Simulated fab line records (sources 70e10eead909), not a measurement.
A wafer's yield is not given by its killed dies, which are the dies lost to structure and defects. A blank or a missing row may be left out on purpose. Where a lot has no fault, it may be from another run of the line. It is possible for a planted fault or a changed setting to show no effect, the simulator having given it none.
Chamber matching / flow nand_harc / NHARC_P_BONDPAD_STRIP_15 on rie_diel-07: 4 sister chambers
The step strips in O2. 8 wafers are shown with their chamber, then 12 later ones without.

## WAFERS, EACH WITH ITS CHAMBER
wafer=L083.4; chamber=2; showerhead_plenum_p_Torr (Torr)=3.30; drypump_motor_current_A (A)=5.6
wafer=L086.2; chamber=2; showerhead_plenum_p_Torr (Torr)=3.30; drypump_motor_current_A (A)=5.7
wafer=L086.4; chamber=3; showerhead_plenum_p_Torr (Torr)=3.40; drypump_motor_current_A (A)=5.3
wafer=L086.5; chamber=1; showerhead_plenum_p_Torr (Torr)=3.51; drypump_motor_current_A (A)=5.5
wafer=L086.6; chamber=0; showerhead_plenum_p_Torr (Torr)=3.73; drypump_motor_current_A (A)=5.9
wafer=L092.1; chamber=3; showerhead_plenum_p_Torr (Torr)=3.40; drypump_motor_current_A (A)=5.3
wafer=L092.3; chamber=0; showerhead_plenum_p_Torr (Torr)=3.72; drypump_motor_current_A (A)=5.9
wafer=L092.4; chamber=1; showerhead_plenum_p_Torr (Torr)=3.51; drypump_motor_current_A (A)=5.5

## WAFERS MISSING THEIR CHAMBER
wafer=L096.1; showerhead_plenum_p_Torr (Torr)=3.72; drypump_motor_current_A (A)=5.9
wafer=L096.4; showerhead_plenum_p_Torr (Torr)=3.29; drypump_motor_current_A (A)=5.6
wafer=L096.6; showerhead_plenum_p_Torr (Torr)=3.51; drypump_motor_current_A (A)=5.5
wafer=L096.2; showerhead_plenum_p_Torr (Torr)=3.40; drypump_motor_current_A (A)=5.3
wafer=L096.3; showerhead_plenum_p_Torr (Torr)=3.51; drypump_motor_current_A (A)=5.5
wafer=L096.5; showerhead_plenum_p_Torr (Torr)=3.72; drypump_motor_current_A (A)=5.9
wafer=L095.1; showerhead_plenum_p_Torr (Torr)=3.40; drypump_motor_current_A (A)=5.3
wafer=L095.2; showerhead_plenum_p_Torr (Torr)=3.51; drypump_motor_current_A (A)=5.5
wafer=L095.5; showerhead_plenum_p_Torr (Torr)=3.40; drypump_motor_current_A (A)=5.3
wafer=L097.1; showerhead_plenum_p_Torr (Torr)=3.29; drypump_motor_current_A (A)=5.6
wafer=L097.3; showerhead_plenum_p_Torr (Torr)=3.72; drypump_motor_current_A (A)=5.9
wafer=L097.5; showerhead_plenum_p_Torr (Torr)=3.29; drypump_motor_current_A (A)=5.7

## WHICH CHAMBER EACH ONE RAN IN
wafer=L096.1; from the rows above=0; in truth=0
wafer=L096.4; from the rows above=2; in truth=2
wafer=L096.6; from the rows above=1; in truth=1
wafer=L096.2; from the rows above=3; in truth=3
wafer=L096.3; from the rows above=1; in truth=1
wafer=L096.5; from the rows above=0; in truth=0
wafer=L095.1; from the rows above=3; in truth=3
wafer=L095.2; from the rows above=1; in truth=1
wafer=L095.5; from the rows above=3; in truth=3
wafer=L097.1; from the rows above=2; in truth=2
wafer=L097.3; from the rows above=0; in truth=0
wafer=L097.5; from the rows above=2; in truth=2
Placed correctly: 12 of 12. Not placeable from these rows: 0. Number placed wrongly: 0.
How it was worked out, from the rows above alone: a wafer's distance from a chamber is the root of the sum, over the readings, of the square of ((its reading less the chamber's mean) divided by the reading's scatter). The wafer belongs to the nearest chamber; if the next one is less than 2 further off, it can't be placed. A chamber's mean is the mean of its shown wafers. The scatter is the square root of a quotient: the sum, over the shown wafers, of each reading's squared deviation from its chamber's mean, divided by wafers minus chambers.
